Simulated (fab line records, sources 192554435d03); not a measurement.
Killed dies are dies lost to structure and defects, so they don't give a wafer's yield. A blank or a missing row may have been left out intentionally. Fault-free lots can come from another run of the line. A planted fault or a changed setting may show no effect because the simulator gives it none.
Chamber matching || flow n5Finfet || rieDiel-01 running N5_SDB_DESCUM_16: 4 sister chambers
The step chemistry O2, time 7.9 s. 4 wafers are shown with their chamber, then 10 later ones without.

WAFERS WITH THEIR CHAMBER
{"wafer": "L087.5", "chamber": 2, "drypumpMotorCurrentA (A)": 5.3}
{"wafer": "L090.1", "chamber": 3, "drypumpMotorCurrentA (A)": 6.0}
{"wafer": "L092.1", "chamber": 0, "drypumpMotorCurrentA (A)": 6.3}
{"wafer": "L092.2", "chamber": 1, "drypumpMotorCurrentA (A)": 5.7}

WAFERS WITH NO CHAMBER GIVEN
{"wafer": "L092.4", "drypumpMotorCurrentA (A)": 5.3}
{"wafer": "L094.3", "drypumpMotorCurrentA (A)": 6.3}
{"wafer": "L094.4", "drypumpMotorCurrentA (A)": 5.7}
{"wafer": "L094.6", "drypumpMotorCurrentA (A)": 5.7}
{"wafer": "L095.2", "drypumpMotorCurrentA (A)": 6.3}
{"wafer": "L095.5", "drypumpMotorCurrentA (A)": 6.0}
{"wafer": "L095.6", "drypumpMotorCurrentA (A)": 5.3}
{"wafer": "L097.2", "drypumpMotorCurrentA (A)": 5.8}
{"wafer": "L097.4", "drypumpMotorCurrentA (A)": 5.3}
{"wafer": "L097.6", "drypumpMotorCurrentA (A)": 5.8}

THE CHAMBER EACH PASSED THROUGH
{"wafer": "L092.4", "from the rows above": 2, "in truth": 2}
{"wafer": "L094.3", "from the rows above": 0, "in truth": 0}
{"wafer": "L094.4", "from the rows above": 1, "in truth": 1}
{"wafer": "L094.6", "from the rows above": 1, "in truth": 1}
{"wafer": "L095.2", "from the rows above": 0, "in truth": 0}
{"wafer": "L095.5", "from the rows above": 3, "in truth": 3}
{"wafer": "L095.6", "from the rows above": 2, "in truth": 2}
{"wafer": "L097.2", "from the rows above": 1, "in truth": 1}
{"wafer": "L097.4", "from the rows above": 2, "in truth": 2}
{"wafer": "L097.6", "from the rows above": 1, "in truth": 1}
Placed correctly: 10 of 10. Number that these rows cannot place: 0. Number placed wrongly: 0.
How it was worked out, from the rows above alone: a wafer's distance from a chamber is the root of the sum, over the readings, of the square of ((its reading less the chamber's mean) divided by the reading's scatter). The wafer belongs to the nearest chamber; if the next one is less than 2 further off, it can't be placed. The mean given for a chamber averages the wafers shown for that chamber. The scatter: with one shown wafer a chamber, the root of the mean of the squares of how far each hidden wafer lies from its nearest shown one.
